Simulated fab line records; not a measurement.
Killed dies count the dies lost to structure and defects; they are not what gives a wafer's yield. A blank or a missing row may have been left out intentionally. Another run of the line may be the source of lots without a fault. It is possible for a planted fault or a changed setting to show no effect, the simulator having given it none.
Split-lot experiment ; flow n5Finfet ; 39 wafers read across 7 lots, on a route 1938 steps long

## THE SPLIT
At N5_BEOL_M0_SAQP_SPACER1_ALD_98 (deposits SiO2, target thk 12.8 nm, pulse time 1 s, purge time 2 s), the setting aldCycles was moved away from the recipe's 138 on 15 of the 39 wafers read, by -21.7% to +39.9%. This setting was run at the recipe's value on the other wafers.

## FROM THE SPLIT TO THE READING: what the file shows between them, 2 steps
- N5_BEOL_M0_SAQP_SPACER1_ETCHBACK_99: etches SiO2 in CHF3/O2, target depth 15.4 nm, time 7.7 s
- N5_BEOL_M0_SAQP_MANDREL1_REMOVE_100: chemistry HBr/Cl2/O2, target a-Si, stops on SiNx, bt time 10 s

## THE READING
cdNm, in nm, at N5_BEOL_M0_SAQP_CD_MEAS_25 (target cd 13.1 nm). Fault-free wafers of this fab line usually give 12.75 nm, standard deviation 0.23 nm.

wafer;tool, chamber at the split;aldCycles as run;against the recipe;cdNm, nm;against lot-mates on the recipe
L074.1;aldSin-03, 3,2,3;189;+37.0%;17.40;+4.64
L074.2;aldSin-03, 1,2,1;138;recipe;12.85;-
L074.3;aldSin-03, 3,2,3;189;+37.0%;17.30;+4.54
L074.4;aldSin-03, 3,2,3;189;+37.0%;17.44;+4.68
L074.5;aldSin-03, 1,2,1;138;recipe;12.67;-
L074.6;aldSin-03, 1,2,1;138;recipe;12.75;-
L079.3;aldSin-04, 1;138;recipe;13.09;-
L079.5;aldSin-04, 1;138;recipe;12.61;-
L079.6;aldSin-04, 0;138;recipe;12.60;-
L082.1;aldSin-03, 1,2,0;138;recipe;13.14;-
L082.2;aldSin-03, 3,0,1;176;+27.5%;16.23;+3.25
L082.3;aldSin-03, 1,2,0;138;recipe;12.94;-
L082.4;aldSin-03, 3,0,1;176;+27.5%;16.52;+3.54
L082.5;aldSin-03, 1,2,0;138;recipe;12.87;-
L082.6;aldSin-03, 3,0,1;176;+27.5%;16.19;+3.21
L084.1;aldSin-03, 2,3,3;113;-18.1%;10.38;-2.34
L084.2;aldSin-03, 1,0,0;138;recipe;12.58;-
L084.3;aldSin-03, 1,0,0;138;recipe;13.11;-
L084.4;aldSin-03, 2,3,3;113;-18.1%;10.15;-2.57
L084.5;aldSin-03, 1,0,0;138;recipe;12.47;-
L084.6;aldSin-03, 2,3,3;113;-18.1%;10.18;-2.54
L085.1;aldSin-03, 0,2,3,1,0,3;138;recipe;12.95;-
L085.2;aldSin-03, 0,2,3,1,0,3;138;recipe;12.32;-
L085.3;aldSin-03, 0,2,3,1,0,3;138;recipe;12.73;-
L085.4;aldSin-03, 0,2,3,1,0,3;138;recipe;12.99;-
L085.5;aldSin-03, 0,2,3,1,0,3;138;recipe;12.94;-
L085.6;aldSin-03, 0,2,3,1,0,3;138;recipe;12.70;-
L089.1;aldSin-03, 0,1;108;-21.7%;9.81;-3.07
L089.2;aldSin-03, 0,1;108;-21.7%;9.96;-2.92
L089.3;aldSin-03, 3,3,0;138;recipe;12.79;-
L089.4;aldSin-03, 3,3,0;138;recipe;12.92;-
L089.5;aldSin-03, 3,3,0;138;recipe;12.93;-
L089.6;aldSin-03, 1;108;-21.7%;10.22;-2.66
L094.1;aldSin-01, 3;138;recipe;12.74;-
L094.2;aldSin-01, 1,0,0;193;+39.9%;17.97;+5.26
L094.3;aldSin-01, 2,3;138;recipe;12.62;-
L094.4;aldSin-01, 1,0,0;193;+39.9%;17.71;+5.00
L094.5;aldSin-01, 1,0,0;193;+39.9%;17.75;+5.04
L094.6;aldSin-01, 2,3;138;recipe;12.77;-
The file does not say which wafer passed through which chamber wherever a row lists several chambers: such a row stands for several wafers.

THE FIT
A straight line over all 39 wafers: cdNm changes by +0.128 nm for each +1% of aldCycles; r = +1.00; the points scatter about the line by 0.19 nm.
The same after taking each lot's own level away (the mean of its wafers on the recipe; 39 wafers): +0.128 nm for each +1%; r = +1.00; scatter 0.18 nm.
The reading moves by 5.1 nm for the largest change in aldCycles, on that fit.
The lots' own levels span 12.710 to 12.983 nm, that is 1.2 times the standard deviation above.
The two slopes agree, so the slope changes little with the lot-to-lot level.
Check: with one of the wafers moved furthest among these (+39.9%) left out of the fit, the line predicts +5.02 nm for it against its lot-mates. It came out at +5.26 nm against them.

## THE OTHER SPLITS THESE WAFERS WENT THROUGH
These wafers also went through other splits before the reading. Each is held against what the fit with the lots' levels taken away leaves over:
other split on the same wafers;wafers away from the commonest value;r with cdNm (lot level and that fit taken away)
N5_ZERO_LAYER_ETCH_18 targetDepthA;12;-0.12
N5_FIN_SAQP_ETCH_69 targetDepthA;15;+0.02
N5_SD_EPI_P_EPI_21 timeS;15;+0.13
N5_HKMG_FIN_ETCH_35 targetDepthA;12;+0.06

## THE WHOLE CHAIN: every reading that the file lists as answering this split, in the file's order
step;what it does;reading;change (the file's fit);r (the file's)
N5_BEOL_M0_SAQP_SPACER1_ALD_98;deposits SiO2, target thk 12.8 nm, pulse time 1 s, purge time 2 s;SiO2_of_BEOL_M0_SAQP_SPACER1_ALD_98.thkNm (the simulator's own value, which no gauge read);+0.128 nm for each +1% of the setting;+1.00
N5_BEOL_M0_SAQP_MANDREL1_REMOVE_100;chemistry HBr/Cl2/O2, target a-Si, stops on SiNx, bt time 10 s;BEOL_M0_SAQP.cdNm (the simulator's own value, which no gauge read);+0.127 nm for each +1% of the setting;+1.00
N5_BEOL_M0_SAQP_CD_MEAS_25;target cd 13.1 nm;cdNm;+0.127 nm for each +1% of the setting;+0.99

## THE FILE'S OWN FIT
cdNm changes by +0.127 nm for each +1% of aldCycles, r = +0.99.
